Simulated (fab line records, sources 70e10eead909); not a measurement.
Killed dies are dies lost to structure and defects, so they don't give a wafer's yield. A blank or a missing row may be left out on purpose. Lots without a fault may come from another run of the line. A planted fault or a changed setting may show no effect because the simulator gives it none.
fab line records | flow nand_harc
record lots=14 wafers=42 last_day=33
route steps=1302 shown P_M2@341 P_BONDPAD@365
lots that met no fault: from a run of the same line without faults
start_h: hours from the record's first day to the start of the lot's first wafer shown | wait_h: hours since the lot's step before | " the same as in the row above | L1.1+2: a row that stands for several wafers | - no value, or no start given | * or withheld: withheld | < > ~ a bound
route shown NAME@n: a module of which the file shows steps, and the number in the route of the first | usual: mean/standard deviation of fault-free wafers | same: alike in all rows | chamber/n: place in a boat | sites: the reading at each site | _std_site: their standard deviation | _edge_site: outer sites' mean less inner sites' | radius_mm: how far each site lies from the wafer's centre | mask NAME#n: copy n | behind: the tool/chamber that last shaped the wafer | hold: why the lot was held/for how many hours/how that ended | device: the transistor (n, p or np) that didn't switch | end of line: the same wafers' tests at the end of the route | a step without rows: its recipe alone | killed: dies lost to structure and defects at the first sort, not the wafer's yield | map: a wafer's dies, x killed, . not, _ none there
set.NAME: the setting as run; set.NAME@STEP: as run at that earlier step | model.NAME: the simulator's own value behind a step, which no gauge read
steps of the route over a sample of lots; a table a step, a row a wafer
services: from which hour (start_h, from the record's first day; less than 0 if before it) a tool's chamber was out of use, for how many hours, and why
## steps
# step NHARC_P_M2_PVD_21
# recipe target_thk_a=300 chamber_pressure_pa=5 power_w=5000 substrate_temp_c=30 time_s=20.49 material=Cu
# usual substrate_temp_c=29.98/0.11 throttle_valve_pct=30.2/0.88
# columns lot.wafer tool chamber start_h wait_h substrate_temp_c throttle_valve_pct
L565.2 pvd_sputter-02 - - - 29.91 30.8
L565.1 " - " " 29.84 30.8
L565.5 " - " " 29.96 29.6
L566.3 pvd_sputter-03 - - - 30.09 29.4
L566.2 " - " " 29.93 29.0
L566.5 " - " " 29.94 28.4
L567.3 pvd_sputter-03 - - - 29.83 29.0
L567.4 " - " " 29.99 28.5
L567.5 " - " " 29.98 30.0
L568.4 pvd_sputter-01 - - - 30.10 30.5
L568.6 " - " " 30.12 30.7
L568.5 " - " " 29.69 30.8
L569.1 pvd_sputter-02 - - - 29.93 31.0
L569.4 " - " " 29.92 30.9
L569.2 " - " " 29.98 29.4
L570.3 pvd_sputter-02 - - - 30.05 29.5
L570.4 " - " " 29.95 31.1
L570.6 " - " " 30.12 30.7
L572.3 pvd_sputter-01 - - - 29.96 31.1
L572.4 " - " " 30.07 30.7
L572.2 " - " " 30.09 30.9
L573.2 pvd_sputter-01 - - - 30.08 30.3
L573.3 " - " " 29.89 30.6
L573.6 " - " " 29.85 30.7
L576.4 pvd_sputter-03 - - - 30.01 28.7
L576.6 " - " " 30.24 28.3
L576.5 " - " " 29.92 30.4
L580.4 pvd_sputter-02 - - - 30.14 31.4
L580.1 " - " " 29.99 28.8
L580.5 " - " " 29.84 31.0
L582.3 pvd_sputter-01 - - - 29.71 31.2
L582.1 " - " " 29.95 31.2
L582.5 " - " " 30.12 29.7
L583.3 pvd_sputter-01 - - - 30.00 30.8
L583.4 " - " " 30.12 29.4
L583.5 " - " " 30.08 31.1
L585.4 pvd_sputter-02 - - - 30.07 31.3
L585.5 " - " " 29.86 31.3
L585.6 " - " " 29.93 30.8
L584.3 pvd_sputter-03 - - - 30.03 30.2
L584.4 " - " " 30.06 29.0
L584.2 " - " " 30.11 30.2
# step NHARC_P_BONDPAD_OVL_MEAS_38
# usual overlay_x_nm=2/5.2 overlay_y_nm=1/6.6
# columns lot.wafer tool chamber start_h wait_h overlay_x_nm overlay_y_nm
L565.1 overlay-02 - 143.79 - -5 4
L565.2 " - " " -5 5
L565.5 " - " " -5 4
L566.2 overlay-01 - 157.73 - 4 2
L566.3 " - " " 4 2
L566.5 " - " " 3 3
L567.3 overlay-02 - 158.78 - 10 -2
L567.4 " - " " 9 -1
L567.5 " - " " 9 -1
L568.4 overlay-02 - 176.80 - -2 0
L568.5 " - " " -1 1
L568.6 " - " " -1 0
L569.1 overlay-02 - 182.55 - 3 -3
L569.2 " - " " 2 -3
L569.4 " - " " 2 -2
L570.3 overlay-02 - 196.21 - -3 -12
L570.4 " - " " -2 -13
L570.6 " - " " -3 -12
L572.2 overlay-02 - 213.33 - 1 0
L572.3 " - " " 1 0
L572.4 " - " " 1 0
L573.2 overlay-02 - 221.15 - -10 11
L573.3 " - " " -10 10
L573.6 " - " " -10 11
L576.4 overlay-01 - 255.61 - 2 11
L576.5 " - " " 2 11
L576.6 " - " " 1 11
L580.1 overlay-02 - 300.36 - 11 5
L580.4 " - " " 10 4
L580.5 " - " " 10 5
L582.1 overlay-01 - 309.49 - 2 2
L582.3 " - " " 2 2
L582.5 " - " " 2 2
L583.3 overlay-02 - 323.01 - 2 9
L583.4 " - " " 2 9
L583.5 " - " " 2 10
L585.4 overlay-02 - 339.29 - -8 -8
L585.5 " - " " -7 -7
L585.6 " - " " -8 -7
L584.2 overlay-02 - 339.78 - 0 12
L584.3 " - " " 0 12
L584.4 " - " " 0 12
# step NHARC_P_BONDPAD_ETCH_37
# recipe target_depth_a=600 overetch_a=180 time_s=65.91 ion_energy_ev=200 n2_flow_sccm=150 h2_flow_sccm=150 ar_flow_sccm=0 rf_w=400 bias_w=150 chemistry=N2/H2
# usual bias_w=150.0/0.45 drypump_motor_current_A=5.7/0.46 mfc_ar_sccm=0.005/0.01 oes_product_au=0.997/0.0096 rf_vpp_V=431.4/2.3 run_length_s=87.2/0.53 showerhead_plenum_p_Torr=2.07/0.08 throttle_valve_pct=14.171/0.0096
# columns lot.wafer tool chamber start_h wait_h bias_w drypump_motor_current_A mfc_ar_sccm oes_product_au rf_hours_counter_h rf_vpp_V run_length_s showerhead_plenum_p_Torr throttle_valve_pct
L565.2 rie_diel-08 0 144.01 0.1 150.0 5.8 0.009 1.004 6.2 434.1 86.9 2.13 14.163
L565.1 " 3 " " 149.8 5.0 0.008 0.996 6.3 428.7 86.7 1.95 14.156
L565.5 " 0 " " 149.7 5.7 0.009 1.002 - 432.8 87.1 2.13 14.169
L566.2 rie_diel-11 1 157.94 0.1 150.4 6.3 0 0.994 1.6 432.3 87.4 2.12 14.172
L566.3 " 2 " " 150.2 5.1 0 1.010 1.6 434.4 87.5 2.19 14.163
L566.5 " 1 " " 150.3 6.3 0 1.001 - 432.0 87.4 2.12 14.170
L567.3 rie_diel-11 1 159.00 0.1 150.7 6.3 0 0.991 1.7 432.7 87.7 2.12 14.185
L567.4 " 2 " " 149.5 5.1 0 1.003 1.7 434.4 87.7 2.19 14.170
L567.5 " 1 " " 150.3 6.3 0 0.989 - 432.5 87.6 2.12 14.175
L568.4 rie_diel-11 0 177.01 0.1 149.2 5.5 0 0.990 2.3 429.5 86.2 2.02 14.185
L568.5 " 2 " " 150.1 5.0 0 0.999 - 436.5 87.7 2.19 14.173
L568.6 " 3 " " 150.1 5.8 0 0.995 - 429.1 87.3 1.99 14.180
L569.2 rie_diel-11 3 182.76 0.1 150.3 5.8 0 1.007 2.4 429.6 87.2 1.99 14.178
L569.1 " 1 " " 149.0 6.3 0 0.996 2.4 433.7 87.5 2.12 14.179
L569.4 " 2 " " 150.3 5.1 0 1.019 2.3 434.5 87.5 2.19 14.175
L570.3 rie_diel-03 0 196.42 0.1 150.1 5.4 0.037 0.995 4.5 432.1 87.3 2.11 14.171
L570.4 " 1 " " 149.7 6.1 0.007 0.989 4.9 431.2 87.8 2.10 14.161
L570.6 " 0 " " 150.5 5.4 0.037 0.998 - 433.5 87.9 2.11 14.167
L572.3 rie_diel-11 3 213.54 0.1 150.4 5.8 0 0.995 2.9 429.9 86.9 1.99 14.171
L572.2 " 1 " " 149.9 6.3 0 0.988 3.1 433.4 87.5 2.12 14.175
L572.4 " 2 " " 150.5 5.1 0 1.000 2.8 434.6 87.7 2.19 14.180
L573.3 rie_diel-03 2 221.37 0.1 150.1 4.9 0 0.988 7.9 432.8 87.0 2.10 14.167
L573.2 " 3 " " 150.0 6.1 0 1.006 8.0 427.4 87.5 1.92 14.169
L573.6 " 1 " " 149.3 6.1 0.007 0.965 - 431.8 87.9 2.10 14.182
L576.4 rie_diel-08 2 255.84 0.1 150.1 6.2 0.008 0.986 2.0 435.2 87.7 2.17 14.181
L576.6 " 0 " " 150.3 5.7 0.009 1.011 - 431.7 86.9 2.13 14.156
L576.5 " 1 " " 150.0 6.1 0.024 0.988 - 428.5 87.4 1.95 14.170
L580.4 rie_diel-11 0 300.57 0.1 149.6 5.6 0 0.991 1.4 430.6 86.4 2.02 14.196
L580.1 " 1 " " 149.7 6.3 0 1.008 1.8 432.5 87.5 2.12 14.173
L580.5 " 0 " " 149.1 5.5 0 0.993 - 429.7 86.3 2.02 14.173
L582.1 rie_diel-11 1 309.70 0.1 149.6 6.3 0 1.001 1.9 433.7 87.1 2.12 14.163
L582.3 " 3 " " - 5.8 0 1.001 1.4 429.1 67.0 1.98 14.178
L582.5 " 1 " " - 6.3 0 0.999 - 434.1 67.0 2.12 14.160
L583.4 rie_diel-11 0 323.22 0.1 150.3 5.5 0 0.989 2.1 430.4 86.3 2.02 14.186
L583.3 " 1 " " - 6.3 0 0.990 2.4 433.8 67.1 2.12 14.168
L583.5 " 0 " " - 5.5 0 1.003 - 429.7 67.0 2.02 14.165
L585.4 rie_diel-03 3 339.51 0.1 149.7 6.1 0 0.998 3.1 426.9 87.2 1.92 14.169
L585.6 " 0 " " 149.7 5.4 0.037 0.977 - 431.1 87.6 2.11 14.187
L585.5 " 1 " " 150.0 6.1 0.007 1.004 - 431.5 87.7 2.10 14.174
L584.3 rie_diel-03 0 339.99 0.1 149.7 5.4 0.037 0.984 2.7 432.8 87.1 2.11 14.164
L584.4 " 1 " " 149.5 6.1 0.007 1.004 4.2 433.1 88.3 2.10 14.171
L584.2 " 3 " " 149.9 6.1 0 1.011 3.1 425.9 87.8 1.92 14.183
# step NHARC_P_BONDPAD_CMP_19
# recipe t_overpolish_s=30 cu_recess_touch_s=16 target_thk_nm=160.81
# usual motor_current_A=12.4/1.4 overpolish_run_s=30.001/0.0092
# columns lot.wafer tool chamber start_h wait_h motor_current_A overpolish_run_s
L565.2 cmp-03 2 146.01 - 10.9 30.017
L565.1 " 3 " " 14.8 29.997
L565.5 " 0 " " 11.0 30.011
L566.3 cmp-02 1 159.89 - 13.5 30.000
L566.2 " 2 " " 11.9 29.993
L566.5 " 2 " " 11.2 29.994
L567.3 cmp-03 0 160.97 - 11.1 29.986
L567.4 " 2 " " 11.1 30.019
L567.5 " 1 " " 12.8 30.004
L568.4 cmp-03 2 179.43 - 10.9 30.008
L568.6 " 0 " " 11.0 30.008
L568.5 " 1 " " 13.4 30.010
L569.2 cmp-03 3 184.80 - 14.2 30.000
L569.1 " 1 " " 12.8 29.993
L569.4 " 2 " " 10.9 30.007
L570.4 cmp-01 3 198.35 - 12.5 30.003
L570.3 " 2 " " 10.6 30.010
L570.6 " 3 " " 12.5 30.003
L572.2 cmp-01 1 215.64 - 15.2 30.002
L572.4 " 2 " " 10.7 30.018
L572.3 " 3 " " 11.8 30.013
L573.2 cmp-03 2 223.38 - 11.5 30.001
L573.3 " 3 " " 13.9 30.003
L573.6 " 1 " " 12.9 30.006
L576.4 cmp-01 2 257.80 - 10.8 29.988
L576.5 " 1 " " 15.4 29.987
L576.6 " 2 " " 10.8 30.012
L580.4 cmp-01 3 302.56 - 11.7 29.995
L580.1 " 0 " " 12.2 29.993
L580.5 " 3 " " 11.6 29.996
L582.1 cmp-01 3 311.63 - 11.7 29.986
L582.3 " 2 " " 10.2 29.990
L582.5 " 3 " " 12.3 29.998
L583.3 cmp-03 0 325.15 - 11.3 29.989
L583.4 " 1 " " 13.5 29.997
L583.5 " 1 " " 12.9 30.016
L585.4 cmp-01 3 341.52 - 12.3 29.999
L585.5 " 0 " " 12.2 30.006
L585.6 " 1 " " 14.6 29.995
L584.3 cmp-01 3 342.03 - 11.9 29.991
L584.4 " 0 " " 11.9 30.009
L584.2 " 2 " " 10.5 29.997
## services
# columns tool chamber start_h hours kind
cmp-02 - 135.51 4.0 pm
cmp-03 - 138.34 1.0 repair
rie_diel-08 1 144.82 85.5 repair
pvd_sputter-02 - 153.66 2.3 repair
cmp-03 - 162.61 4.0 pm
pvd_sputter-03 - 170.00 10.0 pm
cmp-01 - 185.50 4.0 pm
rie_diel-11 3 185.55 4.1 repair
rie_diel-08 - 190.80 9.0 pm
rie_diel-08 2 211.86 9.1 repair
pvd_sputter-01 - 212.24 4.9 repair
pvd_sputter-01 - 226.04 10.0 pm
pvd_sputter-02 - 239.93 2.7 repair
rie_diel-08 3 247.54 8.2 repair
pvd_sputter-02 - 250.48 2.4 repair
cmp-01 - 253.53 3.7 repair
rie_diel-11 - 255.50 9.0 pm
rie_diel-08 2 256.48 3.4 repair
cmp-03 - 260.61 4.0 pm
rie_diel-08 3 263.35 10.4 repair
rie_diel-03 - 281.30 9.0 pm
pvd_sputter-02 - 282.05 10.0 pm
cmp-01 - 283.50 4.0 pm
rie_diel-03 3 291.79 10.1 repair
## key
first_sign step=NHARC_P_BONDPAD_ETCH_37 reading=run_length_s direction=down sigmas=38 usual=* struck=*
effect none on later readings
met_at NHARC_P_BONDPAD_ETCH_37
struck_lots L582,L583
struck_wafers L582.3,L582.5,L583.3,L583.5
sort_left_out L582.3,L582.5,L583.3,L583.5
not_acting_at NHARC_P_M2_PVD_21,NHARC_P_BONDPAD_OVL_MEAS_38,NHARC_P_BONDPAD_CMP_19
onset_between 300.57 309.70
fault kind=process_parameter_drift tool=rie_diel-11 chamber=- onset_h=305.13 steps=NHARC_P_BONDPAD_ETCH_37 channel=time_s offset=* shape=step end_h=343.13 scope=struck_wafers_only acts_in=* stated=*
# sort_left_out: the simulated sort isn't trusted on such a fault, so these wafers' sort isn't shown, and their yield isn't known
